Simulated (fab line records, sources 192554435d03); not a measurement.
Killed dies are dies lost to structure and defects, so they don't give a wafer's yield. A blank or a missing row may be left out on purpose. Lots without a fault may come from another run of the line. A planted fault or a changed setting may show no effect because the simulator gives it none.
Chamber matching | flow n5_finfet | N5_BEOL_M10_ILD_DEP_00 on pecvd-03: 3 sister chambers
The step deposits SiCOH lowk from DEMS/porogen, target thk 308.51 nm, time 58 s. 3 wafers are shown with their chamber, then 9 later ones without.

WAFERS WITH THEIR CHAMBER
wafer  | chamber | throttle_valve_pct (%)
L086.5 | 0       | 13.6
L088.3 | 2       | 11.9
L088.6 | 1       | 13.9

WAFERS WITHOUT THEIR CHAMBER
wafer  | throttle_valve_pct (%)
L087.1 | 13.8
L087.3 | 12.2
L087.5 | 13.5
L090.1 | 13.4
L090.4 | 13.3
L090.6 | 13.9
L097.1 | 12.0
L097.2 | 13.4
L097.5 | 13.8

WHICH CHAMBER EACH WENT THROUGH
wafer  | from the rows above     | in truth
L087.1 | can't be placed: 1 or 0 | 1
L087.3 | 2                       | 2
L087.5 | can't be placed: 0 or 1 | 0
L090.1 | can't be placed: 0 or 1 | 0
L090.4 | can't be placed: 0 or 1 | 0
L090.6 | can't be placed: 1 or 0 | 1
L097.1 | 2                       | 2
L097.2 | can't be placed: 0 or 1 | 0
L097.5 | can't be placed: 1 or 0 | 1
Placed correctly: 2 of 9. Can't be placed from these rows: 7 (the true chamber is among the candidates in 7). Placed wrongly: 0.
How it was worked out, from the rows above alone: a wafer's distance from a chamber is the root of the sum, over the readings, of the square of ((its reading less the chamber's mean) divided by the reading's scatter). The wafer belongs to the nearest chamber; if the next one is less than 2 further off, it can't be placed. A chamber's mean is the mean of its shown wafers. The scatter: with one shown wafer a chamber, the root of the mean of the squares of how far each hidden wafer lies from its nearest shown one.
